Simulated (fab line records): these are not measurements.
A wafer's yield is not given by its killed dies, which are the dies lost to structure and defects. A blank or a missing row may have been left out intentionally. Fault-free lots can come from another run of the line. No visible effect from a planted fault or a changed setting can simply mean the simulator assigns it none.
Split-lot study | flow n5Finfet | 7 lots, 21 wafers read, on a route of 1938 steps

## THE SPLIT ITSELF
At N5_FIN_CUT_COAT_19 (time 60 s, resist thk 20 nm), the setting spinRpm was moved away from the recipe's 1500 rpm on 6 of the 21 wafers read, by -6.7% to +6.3%. The other wafers ran this setting at the recipe's value.

## FROM THE SPLIT TO THE READING: what the file shows between them, 5 steps
- N5_FIN_CUT_COAT_29: time 60 s, resist thk 10 nm (also split here: spinRpm)
- N5_FIN_CUT_COAT_02: resist thk 30 nm
- N5_FIN_CUT_EBR_04
- N5_FIN_CUT_DESCUM_13: chemistry O2, time 7 s
- N5_FIN_CUT_ETCH_30: etches underlayer in N2/H2, target depth 13 nm, time 10.4 s

## THE READING
etch.depthNm (the simulator's own value, which no gauge read), in nm, at N5_FIN_CUT_ETCH_20 (etches SiARC in CF4, target depth 26 nm, time 43.3 s). The file does not state a usual value for it. The 15 wafers here that ran the recipe average 20.04 nm, standard deviation 0.051 nm.

wafer  | tool, chamber at the split | spinRpm as run, rpm | against the recipe | etch.depthNm, nm | against lot-mates on the recipe
L079.3 | lithoTrack-04, 0           | 1500                | recipe             | 20.01            | -
L079.4 | lithoTrack-04, 0           | 1585                | +5.7%              | 19.47            | -0.56
L079.6 | lithoTrack-04, 0           | 1500                | recipe             | 20.05            | -
L081.1 | lithoTrack-05, 0           | 1500                | recipe             | 20.01            | -
L081.2 | lithoTrack-05, 0           | 1500                | recipe             | 20.09            | -
L081.4 | lithoTrack-05, 0           | 1500                | recipe             | 20.09            | -
L088.1 | lithoTrack-04, 0           | 1500                | recipe             | 20.01            | -
L088.3 | lithoTrack-04, 0           | 1561                | +4.1%              | 19.64            | -0.38
L088.4 | lithoTrack-04, 0           | 1500                | recipe             | 20.02            | -
L091.2 | lithoTrack-05, 0           | 1500                | recipe             | 19.95            | -
L091.3 | lithoTrack-05, 0           | 1594                | +6.3%              | 19.31            | -0.66
L091.5 | lithoTrack-05, 0           | 1500                | recipe             | 19.99            | -
L094.3 | lithoTrack-03, 0           | 1500                | recipe             | 19.95            | -
L094.4 | lithoTrack-03, 0           | 1556                | +3.7%              | 19.57            | -0.38
L094.6 | lithoTrack-03, 0           | 1556                | +3.7%              | 19.61            | -0.34
L095.2 | lithoTrack-05, 0           | 1500                | recipe             | 20.07            | -
L095.3 | lithoTrack-05, 0           | 1400                | -6.7%              | 20.74            | +0.69
L095.6 | lithoTrack-05, 0           | 1500                | recipe             | 20.03            | -
L096.3 | lithoTrack-03, 0           | 1500                | recipe             | 20.11            | -
L096.4 | lithoTrack-03, 0           | 1500                | recipe             | 20.09            | -
L096.6 | lithoTrack-03, 0           | 1500                | recipe             | 20.1             | -

THE FIT
A straight line over all 21 wafers: etch.depthNm changes by -0.108 nm for each +1% of spinRpm; r = -0.99; the points scatter about the line by 0.051 nm.
The same after taking each lot's own level away (the mean of its wafers on the recipe; 21 wafers): -0.101 nm for each +1%; r = -1.00; scatter 0.024 nm.
According to that fit, moving spinRpm by its largest amount changes the reading by 0.67 nm.
The span of the lots' own levels, 19.950 to 20.100 nm, comes to 2.9 times the standard deviation stated above.
The two slopes are in agreement: the lot-to-lot level therefore moves the slope only a little.
Check: +0.666 nm against its lot-mates is what the line predicts for one of the wafers moved furthest among these (-6.7%) when that wafer is left out of the fit. Against them it came out at +0.69 nm.

## THE OTHER SPLITS THESE WAFERS WENT THROUGH
Other splits were also applied to these wafers ahead of the reading. Each is held against what the fit with the lots' levels taken away leaves over:
other split on the same wafers                  | wafers away from the commonest value | r with etch.depthNm (lot level and that fit taken away)
N5_ZERO_LAYER_PECVD_02 timeS                    | 7                                    | -0.05
N5_ZERO_LAYER_EXPOSE_08 doseMj                  | 6                                    | +0.38
N5_PMOS_HMC_CHANNEL_EPI_PEB_07 pebTimeS         | 9                                    | -0.06
N5_PMOS_HMC_CHANNEL_EPI_DEVELOP_08 developTimeS | 5                                    | -0.08
N5_FIN_CUT_COAT_29 spinRpm                      | 7                                    | +0.05

## THE WHOLE CHAIN: every reading that the file lists as answering this split, in the file's order
step               | what it does                                         | reading                                                                         | change (the file's fit)               | r (the file's)
N5_FIN_CUT_COAT_19 | time 60 s, resist thk 20 nm                          | SiARC_of_FIN_CUT_COAT_19.thkNm (the simulator's own value, which no gauge read) | -0.107 nm for each +1% of the setting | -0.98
N5_FIN_CUT_ETCH_20 | etches SiARC in CF4, target depth 26 nm, time 43.3 s | etch.depthNm (the simulator's own value, which no gauge read)                   | -0.101 nm for each +1% of the setting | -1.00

## FILE'S OWN FIT
etch.depthNm changes by -0.101 nm for each +1% of spinRpm, r = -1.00.
